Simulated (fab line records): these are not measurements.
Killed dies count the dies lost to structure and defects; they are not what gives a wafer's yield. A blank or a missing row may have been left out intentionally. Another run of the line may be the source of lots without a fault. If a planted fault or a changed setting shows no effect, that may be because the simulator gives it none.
fab line records	flow nand_harc
record: lots: 6	wafers: 18	last_day: 24
route steps=1159 shown P_CONTACT@236 P_M0@253 END@1159
lots that met no fault: taken from a fault-free run of the same line
start_h: start of the lot's first displayed wafer, in hours after the record's first day	wait_h: how many hours have passed since the lot's step before this one	" identical to the entry in the row above	L1.1+2: a row that stands for several wafers	- no value, or no start was given	* or withheld: withheld	< > ~ a bound
route shown NAME@n: NAME is a module with steps in the file, n the number in the route of the first one	usual: mean and standard deviation over wafers with no fault	same: alike in all rows	chamber/n: place in a boat	sites: each site's reading	_std_site: their standard deviation	_edge_site: inner sites' mean taken away from outer sites' mean	radius_mm: for every site, how far away it sits from the centre of the wafer	mask NAME#n: copy n	behind: the most recent tool/chamber to have shaped the wafer	hold: what put the lot on hold/how long, in hours/how the hold closed	device: transistor that didn't switch, given as n, p or np	end of line: at the end of the route, the tests of the same wafers	step lacking rows: just its recipe	killed: the dies lost at the first sort to structure and to defects; this is not the yield of the wafer	map: dies across one wafer; x = killed, . = not, _ = none there
set.NAME: setting as actually run; set.NAME@STEP: the setting as run at that earlier step	model.NAME: the simulator's own value behind a step, which no gauge read
a table for each step, a row for each wafer; lots at some steps of the route
services: a tool's chamber out of use, with start hour (start_h, from the record's first day; less than 0 if before it), hours out, and reason
== steps ==
step: NHARC_P_CONTACT_ETCH_35
recipe: target_depth_a: 390	over_etch_frac: 0.3	time_s: 65	ion_energy_ev: 80	cf4_flow_sccm: 150	ar_flow_sccm: 0	rf_w: 300	bias_w: 100	chemistry: CF4
step: NHARC_P_CONTACT_ETCH_36
recipe: target_depth_a: 2600	over_etch_frac: 0.25	time_s: 406.25	ion_energy_ev: 200	n2_flow_sccm: 150	h2_flow_sccm: 150	ar_flow_sccm: 0	rf_w: 400	bias_w: 150	chemistry: N2/H2
step: NHARC_P_CONTACT_ETCH_18
recipe: target_depth_a: 4810	time_s: 240.5	c4f8_flow_sccm: 20	o2_flow_sccm: 10	ar_flow_sccm: withheld	rf_w: 600	bias_w: 1500	chemistry: C4F8/O2/Ar
usual: bias_w: 1500/4.3	oes_product_au: 0.961/0.023	rf_vpp_V: 976/3.6
lot.wafer	tool	chamber	start_h	wait_h	bias_w	oes_product_au	rf_hours_counter_h	rf_vpp_V
L378.2	rie_diel-06	3	-	-	1493	0.955	5	970
L378.3	"	0	"	"	1498	0.935	6	982
L378.5	"	3	"	"	1493	0.948	-	970
L379.1	rie_diel-06	1	-	-	1501	0.967	8	982
L379.2	"	2	"	"	1498	0.974	7	976
L379.5	"	3	"	"	1498	0.959	-	971
L387.2	rie_diel-06	2	-	-	1502	1.004	11	978
L387.3	"	3	"	"	1498	0.969	11	970
L387.4	"	0	"	"	1498	0.961	10	980
L392.1	rie_diel-09	2	-	-	1497	0.977	15	976
L392.3	"	3	"	"	1503	0.929	15	977
L392.2	"	0	"	"	1504	0.974	16	972
L394.4	rie_diel-06	1	-	-	1503	0.971	16	981
L394.6	"	2	"	"	1493	1.008	-	977
L394.5	"	3	"	"	1500	0.986	-	970
L395.2	rie_diel-09	0	-	-	1502	0.988	17	972
L395.1	"	2	"	"	1491	0.954	18	976
L395.5	"	0	"	"	1508	0.972	-	973
step: NHARC_P_CONTACT_STRIP_37
recipe: c4f8_flow_sccm: withheld	o2_flow_sccm: 8	ar_flow_sccm: withheld	bias_w: 0	chemistry: C4F8/O2/Ar
step: NHARC_P_CONTACT_ETCH_31
recipe: target_depth_a: 300	time_s: 85.7	ion_energy_ev: 120	over_etch_frac: 1	ch3f_flow_sccm: 50	o2_flow_sccm: 30	ar_flow_sccm: 200	rf_w: 500	bias_w: 100	chemistry: CH3F/O2
step: NHARC_P_CONTACT_CD_MEAS_19
usual: cd_nm: 89.2/2
lot.wafer	tool	chamber	start_h	wait_h	cd_nm
L378.2	cd_sem-02	-	127.99	-	88.9
L378.3	"	-	"	"	90.7
L378.5	"	-	"	"	89.7
L379.1	cd_sem-01	-	145.42	-	90.4
L379.2	"	-	"	"	89.4
L379.5	"	-	"	"	90.0
L387.2	cd_sem-02	-	185.89	-	88.8
L387.3	"	-	"	"	86.7
L387.4	"	-	"	"	88.2
L392.1	cd_sem-02	-	220.19	-	91.8
L392.2	"	-	"	"	87.8
L392.3	"	-	"	"	89.6
L394.4	cd_sem-02	-	233.47	-	91.1
L394.5	"	-	"	"	89.2
L394.6	"	-	"	"	85.7
L395.1	cd_sem-01	-	240.80	-	91.2
L395.2	"	-	"	"	91.5
L395.5	"	-	"	"	87.7
step: NHARC_P_CONTACT_STRIP_28
recipe: o2_flow_sccm: 500	ar_flow_sccm: 0	bias_w: 0	chemistry: O2
step: NHARC_P_CONTACT_STRIP_29
recipe: time_s: 1200	temp_c: 72.5	chemistry: post_etch_residue_remover
step: NHARC_P_CONTACT_DEGAS_38
recipe: temp_c: 300	time_s: 60
step: NHARC_P_CONTACT_PRE_CLEAN_39
recipe: time_s: 19.5	bias_v: 250	gas: Ar
step: NHARC_P_CONTACT_PVD_32
recipe: target_thk_a: 50	chamber_pressure_pa: 5	power_w: 5000	substrate_temp_c: 200	time_s: 17.7	material: Ti
step: NHARC_P_CONTACT_ALD_22
recipe: target_thk_a: 30	pulse_time_s: 1	ald_cycles: 150	temp_c: 450	material: TiN
step: NHARC_P_CONTACT_CVD_23
recipe: target_thk_a: 2000	temp_c: 300	pressure_torr: 40	wf6_flow_sccm: 40	h2_flow_sccm: 1600	ar_flow_sccm: 1560	time_s: 557	material: W
usual: heater_power_w: 467/38	mfc_wf6_sccm: 39.99/0.13	throttle_valve_pct: 8.13/0.22
lot.wafer	tool	chamber	start_h	wait_h	heater_power_w	mfc_wf6_sccm	throttle_valve_pct
L378.2	cvd_w-02	0	137.02	-	450	39.97	7.99
L378.3	"	0	"	"	456	40.09	7.86
L378.5	"	0	"	"	453	40.03	7.88
L379.1	cvd_w-01	0	147.20	-	528	40.17	8.24
L379.2	"	1	"	"	455	39.74	8.09
L379.5	"	0	"	"	535	40.01	8.18
L387.2	cvd_w-01	0	187.13	-	539	39.93	8.23
L387.4	"	1	"	"	463	39.97	8.23
L387.3	"	0	"	"	535	39.81	7.77
L392.1	cvd_w-01	0	224.30	-	524	40.02	8.32
L392.2	"	1	"	"	468	39.95	8.37
L392.3	"	0	"	"	539	40.14	8.16
L394.4	cvd_w-01	1	234.91	-	464	40.15	8.59
L394.6	"	0	"	"	518	40.16	8.01
L394.5	"	1	"	"	465	40.38	8.22
L395.1	cvd_w-01	1	248.05	-	445	40.05	8.25
L395.2	"	1	"	"	461	39.69	8.21
L395.5	"	1	"	"	456	40.05	8.08
step: NHARC_P_CONTACT_CMP_24
recipe: t_overpolish_s: 30	target_thk_nm: 200
usual: motor_current_A: 11.7/1.1	overpolish_run_s: 30.000/0.0089	time_to_endpoint_s: 40/3.1
lot.wafer	tool	chamber	start_h	wait_h	motor_current_A	overpolish_run_s	time_to_endpoint_s
L378.3	cmp-03	2	137.68	0.4	12.8	29.982	42
L378.2	"	3	"	"	10.9	30.011	41
L378.5	"	2	"	"	13.5	30.018	37
L379.2	cmp-02	2	147.85	0.5	11.2	30.005	42
L379.1	"	1	"	"	12.3	30.001	41
L379.5	"	3	"	"	11.5	29.994	46
L387.4	cmp-04	0	187.69	0.4	10.4	29.990	33
L387.3	"	1	"	"	12.5	29.986	38
L387.2	"	2	"	"	10.6	30.010	39
L392.2	cmp-03	1	224.95	0.5	12.4	30.004	38
L392.3	"	2	"	"	12.6	30.015	36
L392.1	"	0	"	"	11.1	30.003	43
L394.4	cmp-02	2	235.35	0.4	10.7	29.982	43
L394.5	"	0	"	"	11.3	29.998	41
L394.6	"	1	"	"	12.7	29.996	39
L395.2	cmp-04	3	249.27	0.9	10.2	30.006	43
L395.1	"	0	"	"	10.7	30.010	37
L395.5	"	3	"	"	9.3	29.997	43
step: NHARC_P_CONTACT_SRD_26
step: NHARC_P_M0_DEP_00
recipe: target_thk_a: 1500	target_thk_nm: 150	temp_c: withheld	pressure_torr: 5	flow_sccm: 200	rf_w: 600	material: SiOC
step: NHARC_P_M0_DEHYDRATE_01
recipe: temp_c: 150	time_s: 120
step: NHARC_P_M0_HMDS_02
recipe: time_s: 30
step: NHARC_P_M0_COAT_33
recipe: temp_c: 200	time_s: 65
step: NHARC_P_M0_COAT_03
recipe: spin_rpm: 1500	resist_thk_nm: 90
step: NHARC_P_M0_SOFTBAKE_04
recipe: temp_c: 105	time_s: 55
step: NHARC_P_M0_EBR_05
step: NHARC_P_M0_EXPOSE_06
recipe: na: 1.35	target_cd_nm: 90	dose_mj: 81.28	mask_id: P_M0
step: NHARC_P_M0_PEB_07
recipe: peb_temp_c: 100	peb_time_s: 65
step: NHARC_P_M0_DEVELOP_08
recipe: develop_time_s: 35	dev_temp_c: 23
step: NHARC_P_M0_CD_MEAS_09
recipe: target_cd_nm: 90	landing_energy_ev: 500
usual: cd_nm: 90.2/0.71
same: landing_energy_ev: 500
lot.wafer	tool	chamber	start_h	wait_h	cd_nm
L378.2	cd_sem-02	0	138.99	-	89.9
L378.3	"	0	"	"	90.6
L378.5	"	0	"	"	90.6
L379.1	cd_sem-02	0	149.19	-	91.1
L379.2	"	0	"	"	89.8
L379.5	"	0	"	"	90.1
L387.2	cd_sem-03	0	188.88	-	90.3
L387.3	"	0	"	"	88.9
L387.4	"	0	"	"	89.2
L392.1	cd_sem-01	0	226.25	-	90.6
L392.2	"	0	"	"	91.2
L392.3	"	0	"	"	91.5
L394.4	cd_sem-02	0	236.61	-	90.7
L394.5	"	0	"	"	89.1
L394.6	"	0	"	"	89.9
L395.1	cd_sem-02	0	250.56	-	89.7
L395.2	"	0	"	"	89.9
L395.5	"	0	"	"	89.5
step: NHARC_P_M0_OVL_MEAS_10
recipe: pitch_nm: 180
usual: overlay_x_nm: 0.3/0.78	overlay_y_nm: 0.0/0.92
lot.wafer	tool	chamber	start_h	wait_h	overlay_x_nm	overlay_y_nm
L378.2	overlay-02	-	139.09	-	-0.7	-0.9
L378.3	"	-	"	"	-0.8	-0.8
L378.5	"	-	"	"	-1.0	-1.0
L379.1	overlay-01	-	149.28	-	0.7	-0.4
L379.2	"	-	"	"	0.5	-0.3
L379.5	"	-	"	"	0.8	-0.3
L387.2	overlay-02	-	188.96	-	0.5	-1.6
L387.3	"	-	"	"	0.3	-1.2
L387.4	"	-	"	"	0.6	-1.4
L392.1	overlay-01	-	226.34	-	-0.3	-0.1
L392.2	"	-	"	"	0.1	-0.8
L392.3	"	-	"	"	-0.1	0.0
L394.4	overlay-01	-	236.70	-	-0.2	1.8
L394.5	"	-	"	"	-0.3	2.6
L394.6	"	-	"	"	0.1	1.4
L395.1	overlay-02	-	250.65	-	0.3	1.0
L395.2	"	-	"	"	0.0	1.0
L395.5	"	-	"	"	-0.3	1.2
step: NHARC_P_M0_DESCUM_14
recipe: time_s: 3	o2_flow_sccm: 200	ar_flow_sccm: 0	bias_power_w: 0	chemistry: O2
step: NHARC_P_M0_ETCH_34
recipe: target_depth_a: 400	overetch_a: 120	time_s: 43.94	ion_energy_ev: 200	n2_flow_sccm: 150	h2_flow_sccm: 150	ar_flow_sccm: 0	rf_w: 400	bias_w: 150	chemistry: N2/H2
usual: bias_w: 150.0/0.43	drypump_motor_current_A: 5.7/0.45	oes_product_au: 0.998/0.014	rf_vpp_V: 431.4/2.7	showerhead_plenum_p_Torr: 2.07/0.097	throttle_valve_pct: 14.170/0.0094
lot.wafer	tool	chamber	start_h	wait_h	bias_w	drypump_motor_current_A	oes_product_au	rf_hours_counter_h	rf_vpp_V	showerhead_plenum_p_Torr	throttle_valve_pct
L378.3	rie_diel-04	0	139.28	0.1	149.5	5.1	0.984	2	430.4	2.02	14.183
L378.2	"	1	"	"	149.7	6.4	1.000	2	434.2	2.20	14.177
L378.5	"	3	"	"	149.7	5.4	1.001	-	427.4	1.92	14.162
L379.1	rie_diel-07	2	149.48	0.1	149.9	5.0	1.012	6	434.0	2.19	14.172
L379.2	"	3	"	"	151.0	6.5	0.980	8	434.2	2.17	14.164
L379.5	"	2	"	"	149.9	4.9	1.010	-	433.5	2.19	14.190
L387.2	rie_diel-07	1	189.15	0.1	150.1	5.6	1.006	10	434.8	2.18	14.172
L387.4	"	2	"	"	150.2	5.0	1.028	9	434.9	2.19	14.187
L387.3	"	3	"	"	150.4	6.5	0.985	11	432.1	2.17	14.171
L392.1	rie_diel-07	1	226.53	0.1	149.9	5.6	0.999	12	432.1	2.18	14.177
L392.2	"	2	"	"	149.3	4.9	1.028	11	434.6	2.19	14.183
L392.3	"	3	"	"	149.9	6.5	0.987	14	433.6	2.17	14.154
L394.4	rie_diel-11	0	236.90	0.1	149.8	5.6	1.019	1	428.5	1.97	14.164
L394.6	"	0	"	"	150.0	5.6	1.008	-	428.6	1.97	14.164
L394.5	"	1	"	"	149.6	6.0	1.009	-	431.8	2.10	14.169
L395.1	rie_diel-11	2	250.84	0.1	150.7	5.8	1.001	3	431.2	2.07	14.168
L395.2	"	0	"	"	149.8	5.6	1.005	3	429.0	1.97	14.167
L395.5	"	1	"	"	149.6	5.9	1.011	-	432.7	2.10	14.175
step: NHARC_P_M0_ETCH_15
recipe: target_depth_a: 1500	overetch_a: 150	time_s: 82.5	c4f8_flow_sccm: withheld	ar_flow_sccm: 400	rf_w: 600	bias_w: 300	chemistry: C4F8/Ar
step: NHARC_P_M0_CD_MEAS_16
usual: cd_nm: 90.2/1
lot.wafer	tool	chamber	start_h	wait_h	cd_nm
L378.2	cd_sem-02	-	139.49	-	89.3
L378.3	"	-	"	"	90.5
L378.5	"	-	"	"	89.7
L379.1	cd_sem-01	-	149.71	-	92.0
L379.2	"	-	"	"	90.8
L379.5	"	-	"	"	90.9
L387.2	cd_sem-01	-	189.36	-	90.6
L387.3	"	-	"	"	89.6
L387.4	"	-	"	"	87.5
L392.1	cd_sem-01	-	226.74	-	91.5
L392.2	"	-	"	"	91.3
L392.3	"	-	"	"	91.5
L394.4	cd_sem-02	-	237.12	-	90.7
L394.5	"	-	"	"	88.2
L394.6	"	-	"	"	90.4
L395.1	cd_sem-03	-	251.04	-	91.2
L395.2	"	-	"	"	90.0
L395.5	"	-	"	"	89.7
step: NHARC_P_M0_STRIP_18
recipe: power_w: 1000	n2_flow_sccm: 150	h2_flow_sccm: 150	ar_flow_sccm: 0	bias_w: 0	chemistry: N2/H2
usual: drypump_motor_current_A: 5.7/0.42	oes_product_au: 0.998/0.014	power_w: 1000/3	rf_vpp_V: 90.9/1.1	showerhead_plenum_p_Torr: 2.07/0.093	throttle_valve_pct: 14.172/0.0095
same: bias_w: 0
lot.wafer	tool	chamber	start_h	wait_h	drypump_motor_current_A	oes_product_au	power_w	rf_hours_counter_h	rf_vpp_V	showerhead_plenum_p_Torr	throttle_valve_pct
L378.2	rie_diel-11	0	139.56	0.1	5.6	0.987	1002	10	91.3	1.97	14.179
L378.3	"	3	"	"	5.7	1.000	997	11	91.2	2.11	14.151
L378.5	"	1	"	"	6.0	0.973	1004	-	90.4	2.10	14.170
L379.2	rie_diel-04	3	149.82	0.1	5.4	0.997	999	3	90.5	1.92	14.155
L379.1	"	0	"	"	5.2	0.993	1001	3	91.1	2.02	14.185
L379.5	"	3	"	"	5.4	0.996	1000	-	89.2	1.92	14.177
L387.4	rie_diel-04	3	189.43	0.1	5.4	0.989	1001	6	90.4	1.92	14.175
L387.3	"	0	"	"	5.1	0.988	1003	5	91.7	2.02	14.180
L387.2	"	1	"	"	6.4	1.005	1002	5	91.6	2.20	14.175
L392.3	rie_diel-11	2	226.81	0.1	5.8	1.013	993	1	90.6	2.08	14.174
L392.1	"	0	"	"	5.6	1.001	1000	1	90.2	1.97	14.159
L392.2	"	1	"	"	5.9	1.001	1002	1	90.6	2.10	14.181
L394.4	rie_diel-11	0	237.22	0.1	5.6	0.998	1001	1	89.7	1.97	14.164
L394.5	"	3	"	"	5.7	1.014	998	-	91.5	2.11	14.178
L394.6	"	0	"	"	5.6	1.002	1002	-	91.5	1.97	14.164
L395.2	rie_diel-11	2	251.17	0.1	5.8	1.002	1001	3	90.9	2.07	14.168
L395.1	"	3	"	"	5.8	1.008	1005	3	92.7	2.11	14.166
L395.5	"	0	"	"	5.6	1.019	1000	-	90.8	1.97	14.173
step: NHARC_P_M0_STRIP_19
recipe: time_s: 600	temp_c: 30	chemistry: post_etch_residue_remover
step: NHARC_P_M0_DEGAS_28
recipe: temp_c: 250	time_s: 60
step: NHARC_P_M0_PRE_CLEAN_29
recipe: time_s: 30	temp_c: 280	gas: H2/He
step: NHARC_P_M0_PVD_20
recipe: target_thk_a: 50	bias_v: 168.6	power_w: 15000	chamber_pressure_pa: 0.12	time_s: 8.06	substrate_temp_c: 50	material: TaN
usual: bias_v: 168.6/1.6	throttle_valve_pct: 30.1/0.85
lot.wafer	tool	chamber	start_h	wait_h	bias_v	throttle_valve_pct
L378.2	pvd_sputter-01	-	-	-	169.7	31.6
L378.3	"	-	"	"	168.7	30.4
L378.5	"	-	"	"	169.8	30.0
L379.2	pvd_sputter-03	-	-	-	165.2	28.9
L379.1	"	-	"	"	169.2	30.5
L379.5	"	-	"	"	166.8	31.1
L387.4	pvd_sputter-02	-	-	-	167.9	30.3
L387.2	"	-	"	"	169.0	29.0
L387.3	"	-	"	"	168.6	29.7
L392.2	pvd_sputter-01	-	-	-	169.6	32.5
L392.1	"	-	"	"	166.9	29.7
L392.3	"	-	"	"	169.7	29.4
L394.4	pvd_sputter-02	-	-	-	171.6	29.8
L394.6	"	-	"	"	168.4	29.5
L394.5	"	-	"	"	168.5	29.8
L395.2	pvd_sputter-02	-	-	-	169.0	29.9
L395.1	"	-	"	"	169.3	29.4
L395.5	"	-	"	"	167.5	30.2
step: NHARC_P_M0_PVD_21
recipe: target_thk_a: 300	chamber_pressure_pa: 5	power_w: 5000	substrate_temp_c: 30	time_s: 20.49	material: Cu
step: NHARC_P_M0_ECD_22
recipe: target_thk_a: 4000	bath_temp_c: 25	material: Cu
step: NHARC_P_M0_ANNEAL_30
recipe: temp_c: 225	time_s: 90
step: NHARC_END_SORT_01
recipe: temp_c: 25
usual: killed_at_array: 28/11	killed_at_other: 0.5/0.87	killed_at_periphery: 2.9/2.2	killed_dies: 32/11	killed_open: 3.2/1.9	killed_short: 1.8/1.4
same: gross_dies: 677
lot.wafer	tool	chamber	start_h	wait_h	killed_at_array	killed_at_other	killed_at_periphery	killed_dies	killed_open	killed_short
L378.2	prober-02	0	457.03	2.8	15	1	3	19	4	4
L378.3	prober-02	0	457.83	3.1	12	2	3	17	3	1
L378.5	prober-02	0	459.43	3.7	12	1	4	17	2	2
L379.1	prober-01	0	483.47	2.5	26	0	4	30	0	5
L379.2	prober-01	0	484.28	2.8	19	0	3	22	3	4
L379.5	prober-01	0	486.71	3.7	19	1	1	21	5	2
L387.2	prober-01	0	501.53	2.8	34	0	2	36	1	0
L387.3	prober-01	0	502.33	3.1	33	1	5	39	3	3
L387.4	prober-01	0	503.13	3.4	39	0	2	41	5	3
L394.4	prober-02	0	553.32	3.4	22	0	99	121	3	1
L394.5	prober-02	0	554.12	3.7	20	0	99	119	3	3
L394.6	prober-02	0	554.91	4.0	24	0	39	63	2	2
L395.1	prober-01	0	569.54	2.5	18	0	87	105	2	1
L395.2	prober-01	0	570.33	2.8	24	1	84	109	3	3
L395.5	prober-01	0	572.70	3.7	20	1	85	106	2	3
killed by level:class
L378.2 A_CHANNEL_HOLE_D1:chamber_film_flake=4 A_CONTACT:chamber_film_flake=3 A_ONON_D1:geometric_particle:open=2 P_GATE:geometric_particle:short=1 P_CONTACT:geometric_particle:open=1 A_ONON_D1:geometric_particle:short=1 A_WL_FILL:geometric_particle:short=1 A_CONTACT:geometric_particle:short=1
L378.3 A_CHANNEL_HOLE_D1:chamber_film_flake=4 A_CONTACT:chamber_film_flake=4 THIN_TSV:chamber_film_flake=2 P_CONTACT:geometric_particle:open=1 A_SOURCE_PLATE:geometric_particle:open=1 A_WL_FILL:geometric_particle:short=1 A_CONTACT:geometric_particle:open=1 P_ZERO_WELL:chamber_film_flake=1
L378.5 A_CHANNEL_HOLE_D1:chamber_film_flake=4 A_CONTACT:chamber_film_flake=3 P_GATE:geometric_particle:open=2 P_M1:geometric_particle:short=1 A_ONON_D1:geometric_particle:short=1 A_SGD_CUT:chamber_film_flake=1 P_M2:chamber_film_flake=1 A_ZERO_WELL:chamber_film_flake=1
L379.1 A_SLIT:chamber_film_flake=16 A_CONTACT:chamber_film_flake=3 A_ONON_D1:geometric_particle:short=2 A_CHANNEL_HOLE_D1:chamber_film_flake=2 P_CONTACT:geometric_particle:short=1 A_CHANNEL_FILL_D1:geometric_particle:short=1 A_SGD_CUT:geometric_particle:short=1 P_ZERO_WELL:chamber_film_flake=1
L379.2 A_SLIT:chamber_film_flake=6 A_CHANNEL_HOLE_D1:chamber_film_flake=3 A_STAIRCASE:chamber_film_flake=2 A_CONTACT:chamber_film_flake=2 A_BLC:chamber_film_flake=2 P_STI:geometric_particle:short=1 P_GATE:geometric_particle:short=1 P_CONTACT:geometric_particle:open=1
L379.5 A_SLIT:chamber_film_flake=7 A_CHANNEL_HOLE_D1:chamber_film_flake=3 A_ONON_D1:geometric_particle:open=2 P_GATE:geometric_particle:open=1 A_STAIRCASE:geometric_particle:short=1 A_STAIRCASE:geometric_particle:open=1 A_SGD_CUT:geometric_particle:short=1 A_M0:geometric_particle:open=1
L387.2 A_CHANNEL_HOLE_D1:chamber_film_flake=13 A_SLIT:chamber_film_flake=12 A_CONTACT:chamber_film_flake=6 A_STAIRCASE:chamber_film_flake=2 A_M0:geometric_particle:open=1 P_GATE:chamber_film_flake=1 P_M1:chamber_film_flake=1
L387.3 A_CHANNEL_HOLE_D1:chamber_film_flake=11 A_SLIT:chamber_film_flake=10 A_CONTACT:chamber_film_flake=6 P_STI:chamber_film_flake=3 P_GATE:chamber_film_flake=2 A_ONON_D1:geometric_particle:open=1 A_ONON_D1:geometric_particle:short=1 A_SGD_CUT:geometric_particle:open=1
L387.4 A_CHANNEL_HOLE_D1:chamber_film_flake=11 A_SLIT:chamber_film_flake=10 A_CONTACT:chamber_film_flake=4 A_STAIRCASE:chamber_film_flake=4 A_SGD_CUT:geometric_particle:short=2 A_BLC:chamber_film_flake=2 P_CONTACT:geometric_particle:open=1 A_CHANNEL_FILL_D1:geometric_particle:short=1
L394.4 P_CONTACT:unspecified=92 P_ZERO_WELL:chamber_film_flake=5 A_CHANNEL_HOLE_D1:chamber_film_flake=5 A_CHANNEL_FILL_D1:chamber_film_flake=3 A_STAIRCASE:chamber_film_flake=3 A_WL_FILL:chamber_film_flake=3 A_CONTACT:chamber_film_flake=2 P_CONTACT:geometric_particle:short=1
L394.5 P_CONTACT:unspecified=93 A_CHANNEL_HOLE_D1:chamber_film_flake=11 A_CONTACT:chamber_film_flake=3 P_ZERO_WELL:chamber_film_flake=2 P_M0:geometric_particle:short=1 P_M1:geometric_particle:open=1 A_CHANNEL_FILL_D1:geometric_particle:open=1 A_STAIRCASE:geometric_particle:short=1
L394.6 P_CONTACT:unspecified=34 A_CHANNEL_HOLE_D1:chamber_film_flake=7 A_CONTACT:chamber_film_flake=5 A_SGD_CUT:chamber_film_flake=3 P_ZERO_WELL:chamber_film_flake=2 P_GATE:chamber_film_flake=2 A_CHANNEL_FILL_D1:chamber_film_flake=2 A_STAIRCASE:chamber_film_flake=2
L395.1 P_CONTACT:unspecified=87 A_CONTACT:chamber_film_flake=6 A_CHANNEL_HOLE_D1:chamber_film_flake=5 A_STAIRCASE:chamber_film_flake=2 A_M1:chamber_film_flake=2 A_ONON_D1:geometric_particle:short=1 A_SGD_CUT:geometric_particle:open=1 A_WL_FILL:geometric_particle:open=1
L395.2 P_CONTACT:unspecified=83 A_CHANNEL_HOLE_D1:chamber_film_flake=9 A_CONTACT:chamber_film_flake=5 A_STAIRCASE:chamber_film_flake=3 A_WL_FILL:chamber_film_flake=2 P_M0:geometric_particle:open=1 A_CHANNEL_FILL_D1:geometric_particle:short=1 A_CONTACT:geometric_particle:open=1
L395.5 P_CONTACT:unspecified=84 A_CHANNEL_HOLE_D1:chamber_film_flake=9 A_WL_FILL:geometric_particle:short=2 A_STAIRCASE:chamber_film_flake=2 A_WL_FILL:chamber_film_flake=2 A_CONTACT:chamber_film_flake=2 A_CHANNEL_FILL_D1:geometric_particle:open=1 A_CONTACT:geometric_particle:short=1
map L394.4 (x killed, . not)
____________.____________
_________......._________
_______x.........._______
______.x...........______
_____...x..........._____
____.................____
____.x...............____
___...................___
___......x............___
__................x....__
__............x........__
_......................._
_..................x...._
_......................._
_...............x.xx...._
_........x......x.xxxx.x_
.x.....x.........x.xxxx..
........x......xxxxxxxx..
..........x..x..xxxxxxxxx
...............xxxxxxxxx.
.x.....x..x....xxxxxxxxx.
_.........xx.x..xxxxxxxx_
_..............xxxxxxxxx_
_..x..........x..xxxxxxx_
_...........x...xxxxxxx._
_..............xx.xxxxx._
__.................xx..__
__..............x.....x__
___...................___
___....x..............___
____............x....____
____..xx.............____
_____......x........_____
______.............______
_______..........._______
_________.....x._________
____________x____________
map L395.2 (x killed, . not)
____________.____________
_________......._________
_______....x......_______
______..x..........______
_____..............._____
____.....x...........____
____...x.....x.......____
___...................___
___...................___
__....................x__
__.....................__
_......................._
_..................x...._
_............xx........x_
_................x.xxx.._
_.................xxx..._
.................xxxxx.x.
........x........xxxxxxxx
.................xxxxxxx.
..........x.x...xxxxxxxxx
.............x..xxxxxxx..
_.......x.......xxxxxxxx_
_..........xxx...xxxxxxx_
_..........x..x.xxxxxxxx_
_..........x.xx...xxxxx._
_..............x..xxxx.._
__..........x....xxxx..__
__.....................__
___...................___
___...................___
____x................____
____.................____
_____..............._____
______x............______
_______...xx......_______
_________......._________
____________.____________
== services ==
tool	chamber	start_h	hours	kind
cmp-04	-	105.73	4.0	pm
rie_diel-04	-	111.90	9.0	pm
cvd_w-01	-	115.33	13.0	pm
cmp-03	-	122.38	1.2	repair
cmp-02	-	123.10	3.3	repair
cmp-02	-	128.55	4.0	pm
rie_diel-09	2	134.47	9.3	repair
rie_diel-06	0	139.56	16.0	repair
rie_diel-04	2	140.86	2.6	repair
rie_diel-07	0	148.06	1.9	repair
rie_diel-04	2	149.38	11.3	repair
cmp-03	-	156.80	4.0	pm
rie_diel-11	2	186.98	3.6	repair
rie_diel-11	-	189.56	9.0	pm
cvd_w-01	-	196.42	0.3	repair
cvd_w-01	1	199.67	13.9	repair
rie_diel-11	3	208.10	6.4	repair
pvd_sputter-02	-	214.00	10.0	pm
rie_diel-07	0	217.04	8.9	repair
rie_diel-07	-	228.33	9.0	pm
rie_diel-04	-	236.20	1.2	repair
cvd_w-01	0	238.58	13.5	repair
rie_diel-06	-	241.20	9.0	pm
rie_diel-04	-	250.73	0.4	repair
== key ==
first_sign: step: NHARC_END_SORT_01	reading: killed_at_periphery	direction: up	sigmas: 37	usual: 2.9	struck: 82.2
effect: step: NHARC_END_SORT_01	reading: killed_dies	direction: up	sigmas: 6.6	usual: 32	struck: 104
more_kills_born_at: NHARC_P_CONTACT_CVD_23@cvd_w-01: 473
met_at NHARC_P_CONTACT_CVD_23
struck_wafers L394.4,L394.5,L394.6,L395.1,L395.2,L395.5
tester_left_out L394,L395
onset_between 224.30 234.91
also_fits time
fault: kind: chamber_particle_source	tool: cvd_w-01	chamber: -	onset_h: 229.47	steps: NHARC_P_CONTACT_CVD_23	rate_per_visit_cm2: 0.97673	end_h: 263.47
tester_left_out: of these lots the tester's yield and bins aren't shown, on N5 and GAA mostly nor the transistor test; their killed dies are dies lost to structure and defects alone, not to doping, threshold or leakage, so they don't give the yield
